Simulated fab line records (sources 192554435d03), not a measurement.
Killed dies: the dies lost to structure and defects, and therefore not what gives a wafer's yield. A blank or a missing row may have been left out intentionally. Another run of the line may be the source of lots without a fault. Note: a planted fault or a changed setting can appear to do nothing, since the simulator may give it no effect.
fab line records + flow n5_finfet
record:
- lots: 10
- wafers: 29
- last_day: 17
route steps=1938 shown SD_ACTIVATION@331 ILD0@343 BEOL_M4@1111 PASSIVATION@1936
lots that met no fault: taken from a fault-free run of the same line
start_h: start of the lot's first displayed wafer, in hours after the record's first day + wait_h: hours elapsed since this lot's preceding step + " the same as in the row above + L1.1+2: a row that stands for several wafers + - value missing, or start not given + * or withheld: withheld + < > ~ a bound
route shown NAME@n: names a module that has steps shown in the file, with the first one's number in the route + usual: average and standard deviation across the fault-free wafers + same: alike in all rows + chamber/n: place in a boat + sites: the reading at each site + _std_site: how widely they spread, as a standard deviation + _edge_site: the outer-site mean with the inner-site mean subtracted + radius_mm: for every site, how far away it sits from the centre of the wafer + mask NAME#n: copy n + behind: the most recent tool/chamber to have shaped the wafer + hold: cause of the lot's hold/its duration in hours/its outcome + device: whichever transistor did not switch (one of n, p or np) + end of line: the same wafers' tests at the end of the route + for a step that has no rows: nothing shown but its recipe + killed: dies lost to structure and defects at the first sort, not the wafer's yield + map: dies across one wafer; x = killed, . = not, _ = none there
set.NAME: the run value of the setting; set.NAME@STEP: its run value at that earlier step + model.NAME: the simulator's own value behind a step, which no gauge read
the route's steps for a sample of lots (tables are steps, rows are wafers)
services: from which hour (start_h, from the record's first day; less than 0 if before it) a tool's chamber was out of use, for how many hours, and why
== steps ==
step: N5_SD_ACTIVATION_LSA_01
recipe:
- temp_c: 1080
- time_s: 0.0008
- ambient: N2
usual:
- wafer_temp_C_max: 1085.2/1.2
| lot.wafer | tool            | chamber | start_h | wait_h | wafer_temp_C_max |
|-----------|-----------------|---------|---------|--------|------------------|
| L435.3    | laser_anneal-02 | 0       | 57.73   | 0.2    | 1088.8           |
| L435.4    | "               | 0       | "       | "      | 1085.3           |
| L435.5    | "               | 0       | "       | "      | 1084.1           |
| L439.2    | laser_anneal-01 | 0       | 80.94   | 0.2    | 1083.3           |
| L439.4    | "               | 0       | "       | "      | 1084.4           |
| L439.6    | "               | 0       | "       | "      | 1083.7           |
| L440.4    | laser_anneal-02 | 0       | 87.34   | 0.2    | 1085.8           |
| L440.5    | "               | 0       | "       | "      | 1086.2           |
| L440.6    | "               | 0       | "       | "      | 1086.9           |
| L441.2    | laser_anneal-01 | 0       | 94.29   | 0.2    | 1084.1           |
| L441.5    | "               | 0       | "       | "      | 1084.1           |
| L441.6    | "               | 0       | "       | "      | 1084.2           |
| L443.2    | laser_anneal-01 | 0       | 105.34  | 0.3    | 1083.8           |
| L443.4    | "               | 0       | "       | "      | 1086.5           |
| L443.5    | "               | 0       | "       | "      | 1086.3           |
| L449.1    | laser_anneal-01 | 0       | 141.77  | 0.2    | 1055.0           |
| L449.2    | "               | 0       | "       | "      | 1057.2           |
| L449.3    | "               | 0       | "       | "      | 1056.7           |
| L451.2    | laser_anneal-01 | 0       | 153.49  | 0.2    | 1055.8           |
| L451.3    | "               | 0       | "       | "      | 1055.8           |
| L451.6    | "               | 0       | "       | "      | 1055.8           |
| L453.1    | laser_anneal-02 | 0       | 165.71  | 0.2    | 1085.5           |
| L453.3    | "               | 0       | "       | "      | 1085.1           |
| L453.6    | "               | 0       | "       | "      | 1085.9           |
| L455.2    | laser_anneal-02 | 0       | 177.49  | 0.2    | 1085.3           |
| L455.6    | "               | 0       | "       | "      | 1085.4           |
| L457.1    | laser_anneal-02 | 0       | 192.97  | 0.2    | 1086.5           |
| L457.3    | "               | 0       | "       | "      | 1085.3           |
| L457.4    | "               | 0       | "       | "      | 1085.3           |
step: N5_SD_ACTIVATION_RS_MEAS_03
recipe:
- thk_meas_gauge: four-point-probe
usual:
- RS_SD_N: 22.0/0.33
- RS_SD_P: 55.9/0.95
| lot.wafer | tool          | chamber | start_h | wait_h | RS_SD_N[ohm/sq] | RS_SD_P[ohm/sq] |
|-----------|---------------|---------|---------|--------|-----------------|-----------------|
| L435.3    | film_metro-02 | -       | 57.92   | 0.2    | 22.3            | 56.3            |
| L435.4    | "             | -       | "       | "      | 22.4            | 56.9            |
| L435.5    | "             | -       | "       | "      | 22.1            | 55.9            |
| L439.2    | film_metro-02 | -       | 81.13   | 0.2    | 22.4            | 54.5            |
| L439.4    | "             | -       | "       | "      | 22.3            | 54.5            |
| L439.6    | "             | -       | "       | "      | 22.3            | 55.1            |
| L440.4    | film_metro-01 | -       | 87.53   | 0.2    | 21.7            | 56.7            |
| L440.5    | "             | -       | "       | "      | 21.5            | 55.5            |
| L440.6    | "             | -       | "       | "      | 21.9            | 55.9            |
| L441.2    | film_metro-02 | -       | 94.49   | 0.2    | 21.9            | 56.6            |
| L441.5    | "             | -       | "       | "      | 21.9            | 56.7            |
| L441.6    | "             | -       | "       | "      | 21.5            | 56.5            |
| L443.2    | film_metro-02 | -       | 105.53  | 0.2    | 21.8            | 56.2            |
| L443.4    | "             | -       | "       | "      | 22.0            | 55.0            |
| L443.5    | "             | -       | "       | "      | 22.0            | 55.1            |
| L449.1    | film_metro-01 | -       | 141.97  | 0.2    | 25.8            | 58.3            |
| L449.2    | "             | -       | "       | "      | 25.7            | 57.6            |
| L449.3    | "             | -       | "       | "      | 25.9            | 57.3            |
| L451.2    | film_metro-01 | -       | 153.70  | 0.2    | 25.5            | 58.0            |
| L451.3    | "             | -       | "       | "      | 25.8            | 57.8            |
| L451.6    | "             | -       | "       | "      | 25.7            | 58.1            |
| L453.1    | film_metro-02 | -       | 165.91  | 0.2    | 21.8            | 56.9            |
| L453.3    | "             | -       | "       | "      | 21.7            | 56.4            |
| L453.6    | "             | -       | "       | "      | 22.0            | 57.9            |
| L455.2    | film_metro-01 | -       | 177.70  | 0.2    | 22.2            | 55.2            |
| L455.6    | "             | -       | "       | "      | 22.4            | 56.1            |
| L457.1    | film_metro-01 | -       | 193.17  | 0.2    | 21.8            | 57.9            |
| L457.3    | "             | -       | "       | "      | 22.1            | 58.6            |
| L457.4    | "             | -       | "       | "      | 22.3            | 57.6            |
step: N5_SD_ACTIVATION_INSPECT_02
recipe:
- inspect_instrument: darkfield
- mode: post_anneal
usual:
- raw_defect_count: 191/36
| lot.wafer | tool              | chamber | start_h | wait_h | raw_defect_count |
|-----------|-------------------|---------|---------|--------|------------------|
| L435.3    | defect_inspect-01 | -       | 58.20   | 0.1    | 201              |
| L435.4    | "                 | -       | "       | "      | 169              |
| L435.5    | "                 | -       | "       | "      | 183              |
| L439.2    | defect_inspect-01 | -       | 81.43   | 0.1    | 220              |
| L439.4    | "                 | -       | "       | "      | 199              |
| L439.6    | "                 | -       | "       | "      | 310              |
| L440.4    | defect_inspect-02 | -       | 87.79   | 0.1    | 122              |
| L440.5    | "                 | -       | "       | "      | 167              |
| L440.6    | "                 | -       | "       | "      | 176              |
| L441.2    | defect_inspect-01 | -       | 94.79   | 0.1    | 167              |
| L441.5    | "                 | -       | "       | "      | 155              |
| L441.6    | "                 | -       | "       | "      | 189              |
| L443.2    | defect_inspect-01 | -       | 105.83  | 0.1    | 219              |
| L443.4    | "                 | -       | "       | "      | 207              |
| L443.5    | "                 | -       | "       | "      | 177              |
| L449.1    | defect_inspect-01 | -       | 142.29  | 0.2    | 203              |
| L449.2    | "                 | -       | "       | "      | 159              |
| L449.3    | "                 | -       | "       | "      | 220              |
| L451.2    | defect_inspect-02 | -       | 154.01  | 0.2    | 184              |
| L451.3    | "                 | -       | "       | "      | 162              |
| L451.6    | "                 | -       | "       | "      | 181              |
| L453.1    | defect_inspect-01 | -       | 166.23  | 0.2    | 195              |
| L453.3    | "                 | -       | "       | "      | 182              |
| L453.6    | "                 | -       | "       | "      | 163              |
| L455.2    | defect_inspect-02 | -       | 178.00  | 0.1    | 161              |
| L455.6    | "                 | -       | "       | "      | 193              |
| L457.1    | defect_inspect-02 | -       | 193.49  | 0.2    | 172              |
| L457.3    | "                 | -       | "       | "      | 145              |
| L457.4    | "                 | -       | "       | "      | 180              |
step: N5_ILD0_ALD_15
recipe:
- material: SiNx
- target_thk_a: 240
- temp_c: 400
- ald_precursor_family: SiH2I2
- ald_co_reactant: N2/H2-plasma
- pulse_time_s: 1
- ald_cycles: 480
- purge_time_s: 2
- co_reactant_purge_time_s: 2
- pressure_torr: 2
usual:
- heater_power_w: 857/94
- precursor_pulse_height_rel: 0.999/0.019
| lot.wafer | tool       | chamber | start_h | wait_h | heater_power_w | precursor_pulse_height_rel |
|-----------|------------|---------|---------|--------|----------------|----------------------------|
| L435.3    | ald_sin-02 | 3       | 61.93   | 0.4    | 825            | 1.019                      |
| L435.4    | "          | 0       | "       | "      | 1108           | 0.969                      |
| L435.5    | "          | 1       | 63.02   | 1.2    | 857            | 0.993                      |
| L439.2    | ald_sin-03 | 2       | 85.36   | 0.7    | 782            | 0.990                      |
| L439.4    | "          | 1       | "       | "      | 953            | 1.029                      |
| L439.6    | "          | 0       | 86.45   | 1.3    | 793            | 0.966                      |
| L440.4    | ald_sin-03 | 1       | 91.54   | 0.2    | 931            | 1.020                      |
| L440.5    | "          | 2       | 92.62   | 1.2    | 786            | 1.027                      |
| L440.6    | "          | 1       | "       | "      | 947            | 1.009                      |
| L441.2    | ald_sin-03 | 1       | 98.89   | 0.8    | 944            | 0.968                      |
| L441.5    | "          | 0       | 99.97   | 1.6    | 777            | 0.993                      |
| L441.6    | "          | 2       | "       | "      | 790            | 1.007                      |
| L443.2    | ald_sin-04 | 3       | 109.57  | 0.5    | 803            | 1.017                      |
| L443.4    | "          | 2       | "       | "      | 750            | 0.979                      |
| L443.5    | "          | 2       | 110.66  | 1.2    | 761            | 1.002                      |
| L449.1    | ald_sin-04 | 3       | 146.05  | 0.6    | 812            | 1.016                      |
| L449.2    | "          | 0       | "       | "      | 1020           | 0.997                      |
| L449.3    | "          | 1       | "       | "      | 770            | 0.959                      |
| L451.2    | ald_sin-04 | 3       | 158.18  | 0.5    | 792            | 0.982                      |
| L451.3    | "          | 2       | "       | "      | 747            | 1.006                      |
| L451.6    | "          | 3       | 159.26  | 1.1    | 838            | 0.980                      |
| L453.1    | ald_sin-02 | 2       | 170.02  | 0.6    | 831            | 0.993                      |
| L453.3    | "          | 1       | "       | "      | 851            | 0.964                      |
| L453.6    | "          | 3       | 171.11  | 1.2    | 891            | 1.018                      |
| L455.2    | ald_sin-02 | 3       | 183.61  | 0.8    | 874            | 1.001                      |
| L455.6    | "          | 3       | 184.70  | 1.4    | 870            | 0.998                      |
| L457.1    | ald_sin-04 | 3       | 197.59  | 0.6    | 815            | 0.998                      |
| L457.3    | "          | 0       | "       | "      | 1034           | 1.023                      |
| L457.4    | "          | 2       | "       | "      | 791            | 1.002                      |
step: N5_ILD0_CMP_12
recipe:
- stop_on: poly-Si
- material: SiNx
- t_overpolish_s: 6
- post_cmp_clean: alkaline_brush
- down_force_psi: 2.5
- platen_rpm: 51.8
- pad_velocity_m_s: 1.0307
- target_thk_nm: 17.67
usual:
- motor_current_A: 9.2/1.1
- overpolish_run_s: 5.999/0.0092
- platen_rpm: 51.80/0.037
- time_to_endpoint_s: 29.3/2.4
| lot.wafer | tool   | chamber | start_h | wait_h | motor_current_A | overpolish_run_s | platen_rpm | time_to_endpoint_s |
|-----------|--------|---------|---------|--------|-----------------|------------------|------------|--------------------|
| L435.3    | cmp-03 | 2       | 64.17   | 1.2    | 10.8            | 5.992            | 51.77      | 32.9               |
| L435.4    | "      | 0       | "       | "      | 7.8             | 6.004            | 51.73      | 30.4               |
| L435.5    | "      | 2       | "       | "      | 10.0            | 6.020            | 51.75      | 36.2               |
| L439.4    | cmp-03 | 1       | 87.63   | 1.2    | 10.7            | 5.992            | 51.82      | 30.9               |
| L439.2    | "      | 3       | "       | "      | 7.7             | 6.000            | 51.82      | 28.6               |
| L439.6    | "      | 0       | "       | "      | 8.2             | 6.000            | 51.76      | 28.4               |
| L440.4    | cmp-01 | 2       | 93.77   | 1.2    | 9.9             | 6.006            | 51.82      | 30.1               |
| L440.6    | "      | 1       | "       | "      | 7.1             | 6.007            | 51.83      | 30.8               |
| L440.5    | "      | 2       | "       | "      | 10.0            | 5.995            | 51.81      | 32.3               |
| L441.2    | cmp-03 | 0       | 101.16  | 1.2    | 7.9             | 6.002            | 51.79      | 33.1               |
| L441.6    | "      | 2       | "       | "      | 10.3            | 5.996            | 51.72      | 35.5               |
| L441.5    | "      | 3       | "       | "      | 8.7             | 5.987            | 51.81      | 31.2               |
| L443.4    | cmp-01 | 2       | 111.77  | 1.1    | 9.9             | 6.008            | 51.83      | 29.5               |
| L443.2    | "      | 3       | "       | "      | 8.4             | 5.994            | 51.75      | 26.5               |
| L443.5    | "      | 2       | "       | "      | 10.1            | 5.988            | 51.89      | 30.3               |
| L449.3    | cmp-04 | 1       | 148.25  | 1.1    | 8.7             | 5.987            | 51.79      | 27.8               |
| L449.2    | "      | 2       | "       | "      | 9.9             | 5.999            | 51.78      | 30.8               |
| L449.1    | "      | 0       | "       | "      | 8.2             | 6.003            | 51.78      | 31.7               |
| L451.2    | cmp-01 | 3       | 160.38  | 1.1    | 8.0             | 6.001            | 51.81      | 28.7               |
| L451.3    | "      | 1       | "       | "      | 7.4             | 6.000            | 51.76      | 30.4               |
| L451.6    | "      | 0       | "       | "      | 10.3            | 5.978            | 51.80      | 29.2               |
| L453.1    | cmp-03 | 0       | 172.22  | 1.1    | 7.6             | 6.010            | 51.79      | 26.7               |
| L453.3    | "      | 1       | "       | "      | 11.2            | 6.010            | 51.75      | 27.1               |
| L453.6    | "      | 1       | "       | "      | 11.2            | 6.004            | 51.76      | 28.1               |
| L455.2    | cmp-04 | 2       | 185.81  | 1.1    | 10.3            | 6.025            | 51.77      | 27.2               |
| L455.6    | "      | 3       | "       | "      | 9.6             | 5.999            | 51.78      | 23.9               |
| L457.3    | cmp-04 | 1       | 199.79  | 1.1    | 8.7             | 6.005            | 51.88      | 27.0               |
| L457.1    | "      | 2       | "       | "      | 10.4            | 6.002            | 51.84      | 29.2               |
| L457.4    | "      | 0       | "       | "      | 8.6             | 6.006            | 51.84      | 31.0               |
step: N5_BEOL_M4_RC_MEAS_101
usual:
- DIBL_N: 35.9/1.7
- DIBL_P: 35.8/2.2
- IOFF_N: 0.15/0.03
- IOFF_P: 0.21/0.036
- ION_N: 674/12
- ION_P: 463/7.2
- RC_DENSE_N: 19.1/0.43
- RC_N: 15.6/0.33
- REXT_N: 75.6/1.8
- RS_SD_N: 28.5/0.4
- SS_N: 71.3/0.59
- SS_P: 73.1/0.69
- VT_N: 250/3
- VT_P: -251/3.2
| lot.wafer | tool      | chamber | start_h | wait_h | DIBL_N[mV/V] | DIBL_P[mV/V] | IOFF_N[nA/um] | IOFF_P[nA/um] | ION_N[uA/um] | ION_P[uA/um] | RC_DENSE_N[ohm.um] | RC_N[ohm.um] | REXT_N[ohm.um] | RS_SD_N[ohm/sq] | SS_N[mV/dec] | SS_P[mV/dec] | VT_N[mV] | VT_P[mV] |
|-----------|-----------|---------|---------|--------|--------------|--------------|---------------|---------------|--------------|--------------|--------------------|--------------|----------------|-----------------|--------------|--------------|----------|----------|
| L435.3    | prober-02 | 0       | 160.58  | 0.3    | 35.6         | 36.5         | 0.14          | 0.22          | 673          | 468          | 19.6               | 15.9         | 76.9           | 29.0            | 72.2         | 74.0         | 250      | -248     |
| L435.4    | "         | 0       | "       | "      | 35.3         | 36.0         | 0.14          | 0.20          | 678          | 464          | 18.8               | 15.2         | 75.5           | 28.9            | 71.1         | 73.4         | 250      | -252     |
| L435.5    | "         | 0       | "       | "      | 33.9         | 34.0         | 0.12          | 0.17          | 674          | 462          | 19.2               | 15.6         | 75.4           | 28.8            | 71.0         | 73.0         | 253      | -252     |
| L439.2    | prober-01 | 0       | 186.19  | 0.2    | 36.8         | 37.1         | 0.17          | 0.23          | 676          | 469          | 19.0               | 15.5         | 78.0           | 28.9            | 71.6         | 73.7         | 250      | -248     |
| L439.4    | "         | 0       | "       | "      | 36.7         | 36.6         | 0.16          | 0.22          | 678          | 469          | 18.9               | 15.5         | 77.2           | 29.0            | 71.8         | 73.8         | 252      | -249     |
| L439.6    | "         | 0       | "       | "      | 36.3         | 36.3         | 0.17          | 0.22          | 682          | 472          | 18.6               | 15.2         | 76.6           | 29.0            | 71.7         | 73.7         | 249      | -249     |
| L440.4    | prober-02 | 0       | 186.36  | 0.5    | 34.0         | 33.5         | 0.12          | 0.19          | 662          | 460          | 19.8               | 15.9         | 73.9           | 28.2            | 70.9         | 72.6         | 253      | -251     |
| L440.5    | "         | 0       | "       | "      | 36.1         | 35.7         | 0.16          | 0.22          | 679          | 470          | 18.9               | 15.3         | 73.2           | 28.1            | 70.9         | 72.7         | 248      | -248     |
| L440.6    | "         | 0       | "       | "      | 35.6         | 35.3         | 0.13          | 0.20          | 662          | 464          | 19.1               | 15.6         | 74.0           | 28.2            | 70.7         | 72.9         | 252      | -249     |
| L441.2    | prober-02 | 0       | 210.04  | 0.2    | 36.5         | 36.2         | 0.16          | 0.21          | 676          | 465          | 18.9               | 15.5         | 76.2           | 28.6            | 71.3         | 72.6         | 249      | -251     |
| L441.5    | "         | 0       | "       | "      | 37.8         | 37.1         | 0.18          | 0.23          | 693          | 464          | 18.9               | 15.2         | 75.5           | 28.4            | 71.6         | 72.4         | 246      | -248     |
| L441.6    | "         | 0       | "       | "      | 38.6         | 38.2         | 0.20          | 0.25          | 684          | 471          | 18.9               | 15.5         | 74.7           | 27.8            | 72.5         | 73.0         | 246      | -247     |
| L443.2    | prober-01 | 0       | 229.99  | 0.2    | 35.7         | 37.4         | 0.15          | 0.20          | 675          | 467          | 18.2               | 15.0         | 76.8           | 27.9            | 71.2         | 73.1         | 250      | -252     |
| L443.4    | "         | 0       | "       | "      | 35.9         | 36.5         | 0.14          | 0.21          | 675          | 467          | 18.6               | 15.1         | 76.3           | 28.1            | 71.5         | 73.0         | 254      | -249     |
| L443.5    | "         | 0       | "       | "      | 35.3         | 37.5         | 0.15          | 0.22          | 685          | 474          | 18.7               | 15.2         | 77.4           | 28.1            | 71.3         | 72.5         | 249      | -252     |
| L449.1    | prober-02 | 0       | 255.00  | 0.0    | 33.9         | 34.2         | 0.11          | 0.15          | 654          | 453          | 21.0               | 16.9         | 87.2           | 33.1            | 70.5         | 73.3         | 256      | -254     |
| L449.2    | "         | 0       | "       | "      | 38.7         | 39.6         | 0.18          | 0.23          | 662          | 453          | 21.5               | 17.6         | 86.5           | 32.6            | 72.0         | 74.7         | 249      | -254     |
| L449.3    | "         | 0       | "       | "      | 34.8         | 34.5         | 0.12          | 0.15          | 650          | 452          | 21.9               | 17.8         | 86.5           | 32.7            | 71.2         | 72.7         | 253      | -258     |
| L451.2    | prober-02 | 0       | 274.82  | 0.2    | 37.7         | 38.3         | 0.17          | 0.22          | 660          | 454          | 21.4               | 17.6         | 81.2           | 32.0            | 72.0         | 74.6         | 249      | -252     |
| L451.3    | "         | 0       | "       | "      | 36.1         | 35.6         | 0.15          | 0.17          | 664          | 454          | 21.1               | 17.3         | 79.9           | 32.5            | 71.2         | 73.2         | 252      | -254     |
| L451.6    | "         | 0       | "       | "      | 36.4         | 37.9         | 0.16          | 0.21          | 683          | 467          | 21.3               | 17.3         | 79.9           | 32.3            | 71.3         | 73.1         | 251      | -251     |
| L453.1    | prober-02 | 0       | 279.61  | 0.0    | 36.7         | 33.2         | 0.15          | 0.19          | 676          | 463          | 19.2               | 15.6         | 75.7           | 28.5            | 71.3         | 72.7         | 250      | -251     |
| L453.3    | "         | 0       | "       | "      | 35.7         | 32.5         | 0.14          | 0.18          | 680          | 466          | 19.4               | 15.8         | 75.2           | 28.4            | 71.3         | 72.5         | 250      | -253     |
| L453.6    | "         | 0       | "       | "      | 37.8         | 34.5         | 0.17          | 0.21          | 683          | 467          | 19.2               | 15.7         | 75.3           | 28.7            | 71.7         | 73.6         | 248      | -251     |
| L455.2    | prober-02 | 0       | 293.08  | 0.2    | 37.1         | 36.8         | 0.17          | 0.25          | 679          | 472          | 18.9               | 15.4         | 76.0           | 28.9            | 71.1         | 73.1         | 249      | -246     |
| L455.6    | "         | 0       | "       | "      | 35.7         | 35.6         | 0.15          | 0.22          | 677          | 464          | 19.0               | 15.4         | 74.8           | 29.0            | 71.6         | 73.1         | 249      | -248     |
| L457.1    | prober-02 | 0       | 310.02  | 0.0    | 35.8         | 36.1         | 0.15          | 0.21          | 673          | 461          | 20.1               | 16.4         | 76.8           | 28.2            | 71.4         | 73.9         | 248      | -251     |
| L457.3    | "         | 0       | "       | "      | 37.6         | 38.6         | 0.19          | 0.25          | 686          | 467          | 19.2               | 15.5         | 76.7           | 28.7            | 72.0         | 74.6         | 246      | -249     |
| L457.4    | "         | 0       | "       | "      | 34.1         | 33.2         | 0.12          | 0.16          | 665          | 455          | 18.4               | 15.2         | 74.9           | 29.4            | 70.5         | 72.6         | 255      | -251     |
step: N5_PASSIVATION_PROBE_49
usual:
- defect_limited_yield: 91.0/1.5
- killed_at_M0_to_M3: 35/12
- killed_at_M4_up: 15/5.8
- killed_at_contacts: 14/7.2
- killed_at_front_end: 40/10
- killed_at_other: 3/3
- killed_dies: 106/18
- killed_open: 68/14
- killed_short: 35/7.2
- sort_bin_5_function: 5.2/0.96
- sort_bin_6_memory: 3.3/0.69
- sort_n_pass: 1074/18
- sort_yield_pct: 91.0/1.5
same:
- gross_dies: 1180
- killed_at_back_side: 0
- sort_bin_4_leakage[%]: 0
- sort_bin_8_speed[%]: 0
| lot.wafer | tool      | chamber | start_h | wait_h | defect_limited_yield[%] | killed_at_M0_to_M3 | killed_at_M4_up | killed_at_contacts | killed_at_front_end | killed_at_other | killed_dies | killed_open | killed_short | sort_bin_5_function[%] | sort_bin_6_memory[%] | sort_n_pass | sort_yield_pct[%] |
|-----------|-----------|---------|---------|--------|-------------------------|--------------------|-----------------|--------------------|---------------------|-----------------|-------------|-------------|--------------|------------------------|----------------------|-------------|-------------------|
| L453.1    | prober-02 | -       | 381.40  | 0.0    | 90.8                    | 29                 | 17              | 12                 | 48                  | 3               | 109         | 64          | 39           | 5.4                    | 3.2                  | 1071        | 90.8              |
| L453.3    | prober-02 | -       | 381.50  | 0.1    | 90.3                    | 42                 | 14              | 19                 | 35                  | 4               | 114         | 71          | 40           | 5.8                    | 3.1                  | 1066        | 90.3              |
| L453.6    | prober-02 | -       | 381.65  | 0.3    | 87.6                    | 60                 | 14              | 13                 | 59                  | 0               | 146         | 85          | 48           | 6.3                    | 4.9                  | 1034        | 87.6              |
killed by level:class
L453.1 FIN_SAQP:geometric_particle:open=11 BEOL_M0_SAQP:geometric_particle:short=11 MOL_CONTACT_COAG:geometric_particle:open=10 BEOL_M0_SAQP:geometric_particle:open=9 BEOL_M4:geometric_particle:open=7 STI_FIN_REVEAL:geometric_particle:open=7 GATE_CUT:geometric_particle:short=6 GATE_CUT:geometric_particle:open=5
L453.3 BEOL_M0_SAQP:geometric_particle:open=16 MOL_CONTACT_COAG:geometric_particle:open=14 BEOL_M0_SAQP:geometric_particle:short=12 BEOL_M1:geometric_particle:open=9 BEOL_M4:geometric_particle:open=9 FIN_SAQP:geometric_particle:short=7 FIN_SAQP:geometric_particle:open=5 STI_FIN_REVEAL:geometric_particle:open=4
L453.6 BEOL_M0_SAQP:geometric_particle:short=18 BEOL_M0_SAQP:geometric_particle:open=17 FIN_SAQP:geometric_particle:open=15 MOL_CONTACT_COAG:geometric_particle:open=9 BEOL_M4:geometric_particle:open=9 STI_FIN_REVEAL:geometric_particle:open=8 BEOL_M2:geometric_particle:open=7 HKMG_FIN:area_etch=7
== services ==
| tool            | chamber | start_h | hours | kind                           |
|-----------------|---------|---------|-------|--------------------------------|
| ald_sin-02      | 1       | 37.87   | 12.0  | repair                         |
| ald_sin-03      | 1       | 39.11   | 4.7   | repair                         |
| ald_sin-04      | 0       | 40.72   | 3.3   | repair                         |
| cmp-04          | -       | 65.39   | 3.1   | pm                             |
| laser_anneal-01 | -       | 65.54   | 2.3   | pm                             |
| laser_anneal-02 | -       | 67.84   | 3.5   | pm                             |
| ald_sin-03      | 1       | 75.85   | 2.7   | repair                         |
| ald_sin-02      | -       | 85.82   | 14.0  | pm                             |
| ald_sin-04      | 1       | 86.38   | 4.2   | repair                         |
| cmp-01          | -       | 112.66  | 0.5   | repair                         |
| cmp-03          | -       | 127.03  | 4.0   | pm                             |
| cmp-03          | -       | 131.03  | -     | consumable_replace:conditioner |
| cmp-03          | -       | 131.03  | -     | consumable_replace:pad         |
| cmp-04          | -       | 155.78  | 1.5   | repair                         |
| cmp-03          | -       | 159.89  | 5.9   | pm                             |
| cmp-01          | -       | 162.70  | 15.1  | pm                             |
| laser_anneal-01 | -       | 164.17  | 2.9   | pm                             |
| ald_sin-03      | 2       | 175.94  | 10.6  | repair                         |
| ald_sin-03      | -       | 176.75  | 14.0  | pm                             |
| ald_sin-03      | 0       | 176.75  | 14.0  | vent_cycle                     |
| ald_sin-03      | 1       | 176.75  | 14.0  | vent_cycle                     |
| ald_sin-03      | 3       | 176.75  | 14.0  | vent_cycle                     |
| cmp-03          | -       | 179.01  | 1.8   | repair                         |
| cmp-04          | -       | 190.90  | 4.7   | repair                         |
== key ==
first_sign:
- step: N5_SD_ACTIVATION_LSA_01
- reading: wafer_temp_C_max
- direction: down
- sigmas: 25
- usual: *
- struck: *
effect:
- step: N5_SD_ACTIVATION_RS_MEAS_03
- reading: RS_SD_N
- direction: up
- sigmas: 11
- usual: 22.0
- struck: 25.7
effect:
- step: N5_BEOL_M4_RC_MEAS_101
- reading: RS_SD_N
- direction: up
- sigmas: 10
- usual: 28.5
- struck: 32.5
effect:
- step: N5_BEOL_M4_RC_MEAS_101
- reading: RC_N
- direction: up
- sigmas: 5.5
- usual: 15.6
- struck: 17.4
effect:
- step: N5_BEOL_M4_RC_MEAS_101
- reading: RC_DENSE_N
- direction: up
- sigmas: 5.3
- usual: 19.1
- struck: 21.4
effect:
- step: N5_BEOL_M4_RC_MEAS_101
- reading: REXT_N
- direction: up
- sigmas: 4.5
- usual: 75.6
- struck: 83.5
met_at N5_SD_ACTIVATION_LSA_01
struck_lots L449,L451
not_acting_at N5_SD_ACTIVATION_INSPECT_02,N5_ILD0_ALD_15,N5_ILD0_CMP_12
onset_between 105.34 141.77
fault:
- kind: process_parameter_drift
- tool: laser_anneal-01
- chamber: -
- onset_h: 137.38
- steps: N5_SD_ACTIVATION_LSA_01
- channel: temp_c
- offset: *
- shape: step
- end_h: 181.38
- stated: *
